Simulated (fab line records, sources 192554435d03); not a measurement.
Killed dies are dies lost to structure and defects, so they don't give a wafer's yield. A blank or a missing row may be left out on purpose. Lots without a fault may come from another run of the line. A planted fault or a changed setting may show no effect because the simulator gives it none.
A struck lot beside a sound one | flow n5_finfet | 21 steps out of a route of 1938
Sound: wafers L208.2, L208.4, L208.5. Struck: wafers L213.2, L213.3, L213.4. The cause comes at the end.
At each step with rows: each side's tool, then ch and its chambers, then its first start. Under that, the readings that differ: sound wafers | struck wafers | difference of the means | sigmas: that difference in standard deviations of wafers without a fault.
alike: readings whose means differ by less than 2 such deviations, and words and numbers that are the same on both sides. not compared: withheld readings, readings that some wafer has no value for, bounds like >300 that may hide the same value, and numbers for which the record gives no deviation and whose values overlap.
The two part at a step that has a row with sigmas, a row that says differs or no value, or rows on one side only. Numbers that don't overlap but have no deviation are shown without sigmas and don't part them. A reading that every wafer of one side lacks parts them only if that side has two wafers or more.

N5_MIM_BOT_ETCH_ETCH_00: etches TiN in Cl2/BCl3, target depth 45.5 nm.
  sound on rie_metal-03 ch 0, day 11 15:17; struck on rie_metal-01 ch 0,1, day 13 04:34
  reading               | sound          | struck         | difference | sigmas
  oes_product_au (a.u.) | 0.98 0.98 0.97 | 0.62 0.74 0.62 | -0.32      | -3
  alike: drypump_motor_current_A, rf_fwd_power_W, throttle_valve_pct
  not compared: rf_hours_counter_h
N5_MIM_BOT_ETCH_STRIP_01: strips in O2.
  sound on rie_diel-02 ch 1,2,3, day 11 15:26; struck on rie_diel-02 ch 0,1,3, day 13 04:43
  alike: drypump_motor_current_A, oes_product_au, rf_vpp_V, showerhead_plenum_p_Torr, throttle_valve_pct
  not compared: rf_hours_counter_h
then, 3 steps without rows for these wafers: N5_MIM_BOT_ETCH_STRIP_02 (strips in post etch residue remover, time 1200 s); N5_MIM_BOT_ETCH_CLEAN_05 (cleans in IPA, time 180 s); N5_MIM_BOT_ETCH_SRD_06 (time 30 s).
N5_PASSIVATION_PECVD_55: deposits SiO2 from SiH4/N2O, target thk 400 nm, time 22.5 s.
  sound on pecvd-01 ch 1,2, day 11 15:56; struck on pecvd-01 ch 0,1,2, day 13 05:13
  alike: heater_power_w, rf_fwd_power_W, showerhead_plenum_p_Torr, throttle_valve_pct
  not compared: since_wet_clean_h
N5_PASSIVATION_PECVD_01: deposits SiNx from SiH4/NH3/N2, target thk 200 nm, time 43.2 s.
  sound on pecvd-01 ch 1,2, day 11 15:58; struck on pecvd-01 ch 0,1,2, day 13 05:15
  alike: heater_power_w, rf_fwd_power_W, showerhead_plenum_p_Torr, throttle_valve_pct
  not compared: since_wet_clean_h
then, 5 steps without rows for these wafers: N5_PASSIVATION_HMDS_03 (time 60 s); N5_PASSIVATION_COAT_04; N5_PASSIVATION_EBR_06; N5_PASSIVATION_SOFTBAKE_05 (time 90 s); N5_PASSIVATION_EXPOSE_07 (exposes mask TV, defocus 0 nm, target cd 3000 nm).
N5_PASSIVATION_PEB_08:
  sound on litho_track-02 ch 0, day 11 16:25; struck on litho_track-02 ch 0, day 13 05:34
then, 2 steps without rows for these wafers: N5_PASSIVATION_DEVELOP_09 (develop time 60 s); N5_PASSIVATION_HARDBAKE_11 (time 120 s).
N5_PASSIVATION_CD_MEAS_10: target cd 3000 nm.
  sound on cd_sem-03 ch 0, day 11 16:32; struck on cd_sem-01 ch 0, day 13 05:41
  reading    | sound                | struck               | difference | sigmas
  cd_nm (nm) | 3001.3 3001.4 2999.7 | 2976.2 2978.3 2977.2 | -23.6      | -14
N5_PASSIVATION_OVL_MEAS_60:
  sound on overlay-02 ch 0, day 11 16:34; struck on overlay-02 ch 0, day 13 05:43
  alike: TV_OVL
N5_PASSIVATION_INSPECT_61: inspects for defects (macro).
  sound on defect_inspect-01, day 11 16:35; struck on defect_inspect-01, day 13 05:44
  alike: raw_defect_count
N5_PASSIVATION_DESCUM_12: chemistry O2, time 7.9 s.
  sound on rie_diel-01 ch 1,3, day 11 16:52; struck on rie_diel-03 ch 1,2,3, day 13 06:14
  reading                   | sound          | struck         | difference | sigmas
  model.TV_LITHO.cd_nm (nm) | 3001 3002 2999 | 2976 2979 2977 | -23        |
  alike: drypump_motor_current_A, oes_product_au, rf_fwd_power_W, rf_vpp_V, showerhead_plenum_p_Torr, throttle_valve_pct
  not compared: rf_hours_counter_h
N5_PASSIVATION_PASS_ETCH_74: etches SiNx in CF4/O2, target depth 220 nm, time 110 s.
  sound on rie_diel-01 ch 1,3, day 11 16:56; struck on rie_diel-03 ch 1,2,3, day 13 06:19
  alike: drypump_motor_current_A, oes_o_777_au, oes_product_au, rf_fwd_power_W, rf_vpp_V, showerhead_plenum_p_Torr, throttle_valve_pct
  not compared: rf_hours_counter_h
then, 1 step without rows for these wafers: N5_PASSIVATION_PROBE_49.

WHERE THEY PART
First at N5_MIM_BOT_ETCH_ETCH_00; last, within this record, at N5_PASSIVATION_CD_MEAS_10. Later steps at which nothing parts them and some readings are alike: N5_PASSIVATION_OVL_MEAS_60, N5_PASSIVATION_INSPECT_61, N5_PASSIVATION_DESCUM_12, N5_PASSIVATION_PASS_ETCH_74.

WHY: what the simulator had put in
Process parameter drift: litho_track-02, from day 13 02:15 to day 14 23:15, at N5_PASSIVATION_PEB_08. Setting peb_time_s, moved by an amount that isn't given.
